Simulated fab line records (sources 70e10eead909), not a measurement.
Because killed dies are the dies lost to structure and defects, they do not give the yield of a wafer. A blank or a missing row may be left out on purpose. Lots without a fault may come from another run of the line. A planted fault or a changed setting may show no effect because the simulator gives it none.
The tool behind it: which one? + flow nand_harc + 13 lots with 39 wafers sampled at 6 steps, on a route of 1302 steps

WHAT EACH GAUGE READ, for each wafer
NHARC_P_ZERO_WELL_CD_MEAS_52 targets a cd of 2000 nm. Usual: cd_nm at 1999.5 nm, with a standard deviation of 1.6.
| lot  | measured     | on        | cd_nm (nm)           | flag |
|------|--------------|-----------|----------------------|------|
| L936 | day 2 01:44  | cd_sem-01 | 2003.3 2001.0 2002.9 |      |
| L937 | day 2 11:41  | cd_sem-02 | 1999.7 1999.1 1998.5 |      |
| L939 | day 3 08:01  | cd_sem-03 | 2003.1 2001.3 2003.1 |      |
| L940 | day 3 17:44  | cd_sem-01 | 1999.8 1998.2 1999.4 |      |
| L941 | day 4 03:48  | cd_sem-02 | 1998.4 1998.3 1999.2 |      |
| L942 | day 4 14:03  | cd_sem-03 | 2000.4 2000.8 1999.3 |      |
| L943 | day 4 23:56  | cd_sem-01 | 1999.6 2000.4 2000.3 |      |
| L944 | day 5 09:52  | cd_sem-01 | 1999.1 1998.2 1998.7 |      |
| L946 | day 6 05:52  | cd_sem-02 | 1995.4 1997.9 1997.4 |      |
| L951 | day 8 07:48  | cd_sem-01 | 1999.6 1999.3 1999.6 |      |
| L957 | day 10 19:40 | cd_sem-03 | 2001.7 2000.8 2000.2 |      |
| L958 | day 11 05:53 | cd_sem-03 | 2000.8 2001.8 2000.8 |      |
| L959 | day 11 15:55 | cd_sem-02 | 1998.7 2001.3 2000.6 |      |

NHARC_P_ZERO_WELL_INSPECT_43. Usual: raw_defect_count at 13, with a standard deviation of 6.5.
| lot  | measured     | on                | raw_defect_count | flag |
|------|--------------|-------------------|------------------|------|
| L936 | day 2 03:34  | defect_inspect-01 | 6 8 17           |      |
| L937 | day 2 13:31  | defect_inspect-01 | 16 6 17          |      |
| L939 | day 3 09:49  | defect_inspect-02 | 5 8 7            |      |
| L940 | day 3 19:33  | defect_inspect-02 | 8 26 25          |      |
| L941 | day 4 05:38  | defect_inspect-02 | 17 9 18          |      |
| L942 | day 4 15:51  | defect_inspect-01 | 13 14 12         |      |
| L943 | day 5 01:45  | defect_inspect-01 | 11 11 4          |      |
| L944 | day 5 11:41  | defect_inspect-01 | 7 20 18          |      |
| L946 | day 6 07:39  | defect_inspect-02 | 17 13 4          |      |
| L951 | day 8 09:38  | defect_inspect-02 | 13 7 1372        | OFF  |
| L957 | day 10 21:29 | defect_inspect-02 | 11 8 14          |      |
| L958 | day 11 07:43 | defect_inspect-01 | 10 5 10          |      |
| L959 | day 11 17:44 | defect_inspect-01 | 5 20 4           |      |

NHARC_P_STI_CD_MEAS_09 targets a cd of 200 nm. Usual: cd_nm at 199.1 nm, with a standard deviation of 2.4.
| lot  | measured     | on        | cd_nm (nm)        | flag |
|------|--------------|-----------|-------------------|------|
| L936 | day 2 18:53  | cd_sem-03 | 199.4 197.6 200.9 |      |
| L937 | day 3 08:09  | cd_sem-02 | 200.0 200.7 202.9 |      |
| L939 | day 4 01:35  | cd_sem-02 | 201.2 201.0 197.0 |      |
| L940 | day 4 11:49  | cd_sem-01 | 199.1 195.8 198.9 |      |
| L941 | day 4 21:02  | cd_sem-03 | 197.5 197.2 195.2 |      |
| L942 | day 5 06:12  | cd_sem-03 | 193.9 196.4 196.6 |      |
| L943 | day 5 17:13  | cd_sem-01 | 197.8 196.1 193.7 |      |
| L944 | day 6 03:56  | cd_sem-01 | 198.7 202.6 199.4 |      |
| L946 | day 6 22:41  | cd_sem-01 | 203.2 200.7 202.0 |      |
| L951 | day 9 00:26  | cd_sem-03 | 200.9 203.1 199.1 |      |
| L957 | day 11 12:35 | cd_sem-01 | 197.6 199.0 200.9 |      |
| L958 | day 11 22:55 | cd_sem-02 | 203.1 201.1 200.6 |      |
| L959 | day 12 08:20 | cd_sem-03 | 202.5 199.8 202.6 |      |

NHARC_END_SORT_01. Usual: killed_at_array 54, standard deviation 18; killed_at_other 0.9, standard deviation 1.2; killed_at_periphery 4.4, standard deviation 2.9; killed_dies 59, standard deviation 18; killed_open 3.2, standard deviation 1.8; killed_short 2.6, standard deviation 1.8.
| lot  | measured     | on        | killed_at_array | killed_at_other | killed_at_periphery | killed_dies | killed_open | killed_short | flag |
|------|--------------|-----------|-----------------|-----------------|---------------------|-------------|-------------|--------------|------|
| L951 | day 31 18:24 | prober-02 | 53 62 44        | 0 0 0           | 3 4 109             | 56 66 153   | 2 2 3       | 1 3 2        | OFF  |

WHAT TOOL EACH LOT RAN ON (gives the tool, then ch and the chambers of the sampled wafers, and finally the start)
| lot  | NHARC_P_ZERO_WELL_STRIP_28          | NHARC_P_ZERO_WELL_RTA_42         |
|------|-------------------------------------|----------------------------------|
| L936 | wet_bench-02 ch 0,1,7, day 1 23:22  | rtp_anneal-01 ch 0, day 2 03:00  |
| L937 | wet_bench-03 ch 0,2,7, day 2 09:33  | rtp_anneal-02 ch 0, day 2 12:49  |
| L939 | wet_bench-03 ch 5,6,7, day 3 05:35  | rtp_anneal-01 ch 0, day 3 09:08  |
| L940 | wet_bench-06 ch 1,3,5, day 3 15:28  | rtp_anneal-02 ch 0, day 3 18:53  |
| L941 | wet_bench-06 ch 0,1,6, day 4 01:32  | rtp_anneal-02 ch 0, day 4 04:57  |
| L942 | wet_bench-02 ch 0,2,7, day 4 11:29  | rtp_anneal-02 ch 0, day 4 15:17  |
| L943 | wet_bench-06 ch 0,4,6, day 4 21:34  | rtp_anneal-01 ch 0, day 5 01:04  |
| L944 | wet_bench-03 ch 1,3,6, day 5 07:28  | rtp_anneal-02 ch 0, day 5 11:07  |
| L946 | wet_bench-02 ch 3,6,7, day 6 03:35  | rtp_anneal-01 ch 0, day 6 07:12  |
| L951 | wet_bench-06 ch 2,3,6, day 8 05:30  | rtp_anneal-01 ch 0, day 8 09:16  |
| L957 | wet_bench-03 ch 3,4,6, day 10 17:21 | rtp_anneal-01 ch 0, day 10 20:49 |
| L958 | wet_bench-02 ch 2,6,7, day 11 03:29 | rtp_anneal-01 ch 0, day 11 07:14 |
| L959 | wet_bench-06 ch 0,1,7, day 11 13:31 | rtp_anneal-01 ch 0, day 11 17:10 |
- NHARC_P_ZERO_WELL_STRIP_28: strips in SPM, time 840 s.
- NHARC_P_ZERO_WELL_RTA_42: time 300 s.

AS READ BY THE TOOLS THEMSELVES (means over the sampled wafers that have a number; for cases with no such wafer, the mark the record gives instead)
NHARC_P_ZERO_WELL_STRIP_28. Usual: bath_heat_duty_pct at 14.5 %, with a standard deviation of 1.5.
| lot  | tool         | bath_heat_duty_pct (%) | flag |
|------|--------------|------------------------|------|
| L936 | wet_bench-02 | 13.6                   |      |
| L937 | wet_bench-03 | 14.4                   |      |
| L939 | wet_bench-03 | 13.2                   |      |
| L940 | wet_bench-06 | 15.3                   |      |
| L941 | wet_bench-06 | 16.1                   |      |
| L942 | wet_bench-02 | 13.5                   |      |
| L943 | wet_bench-06 | 15.2                   |      |
| L944 | wet_bench-03 | 14.1                   |      |
| L946 | wet_bench-02 | 14.7                   |      |
| L951 | wet_bench-06 | 14.7                   |      |
| L957 | wet_bench-03 | 13.4                   |      |
| L958 | wet_bench-02 | 13.8                   |      |
| L959 | wet_bench-06 | 15.7                   |      |

NHARC_P_ZERO_WELL_RTA_42. Usual: lamp_power_pct 35.2 %, standard deviation 0.65; wafer_temp_C_max 1105.0, standard deviation 1.
| lot  | tool          | lamp_power_pct (%) | wafer_temp_C_max | flag |
|------|---------------|--------------------|------------------|------|
| L936 | rtp_anneal-01 | 35.9               | 1104.2           |      |
| L937 | rtp_anneal-02 | 34.6               | 1104.7           |      |
| L939 | rtp_anneal-01 | 35.8               | 1105.1           |      |
| L940 | rtp_anneal-02 | 34.5               | 1106.5           |      |
| L941 | rtp_anneal-02 | 34.6               | 1105.8           |      |
| L942 | rtp_anneal-02 | 34.6               | 1105.0           |      |
| L943 | rtp_anneal-01 | 35.9               | 1104.3           |      |
| L944 | rtp_anneal-02 | 34.6               | 1105.0           |      |
| L946 | rtp_anneal-01 | 35.8               | 1104.6           |      |
| L951 | rtp_anneal-01 | 35.9               | 1104.5           |      |
| L957 | rtp_anneal-01 | 35.9               | 1105.4           |      |
| L958 | rtp_anneal-01 | 35.9               | 1103.5           |      |
| L959 | rtp_anneal-01 | 35.9               | 1104.5           |      |

THE ANSWER, worked out from the rows above alone
Rule: a lot is off if the mean of its wafers that have a number lies more than 3 standard deviations from the usual mean. A lot without any number at a reading at which 4 lots or more have one is off too. Any other lot the step has rows for is counted as sound. After the gauges, taken in route order, come the tools' own readings; for these a lot's mean is taken, as printed above. At the first step where some lot is off, the reading lying furthest off is the one used; lots without a number count as furthest.
Off: L951, at NHARC_P_ZERO_WELL_INSPECT_43 (raw_defect_count).
A tool fits if, at a process step before that reading, it ran every lot that is off, and no sound lot after the first of them. The gauges at NHARC_P_ZERO_WELL_INSPECT_43 aren't tried: what is off there is off at NHARC_END_SORT_01 too, on other tools, and a gauge's error can't cause that. Of those tried, none fits.

WHAT THE SIMULATOR PUT IN
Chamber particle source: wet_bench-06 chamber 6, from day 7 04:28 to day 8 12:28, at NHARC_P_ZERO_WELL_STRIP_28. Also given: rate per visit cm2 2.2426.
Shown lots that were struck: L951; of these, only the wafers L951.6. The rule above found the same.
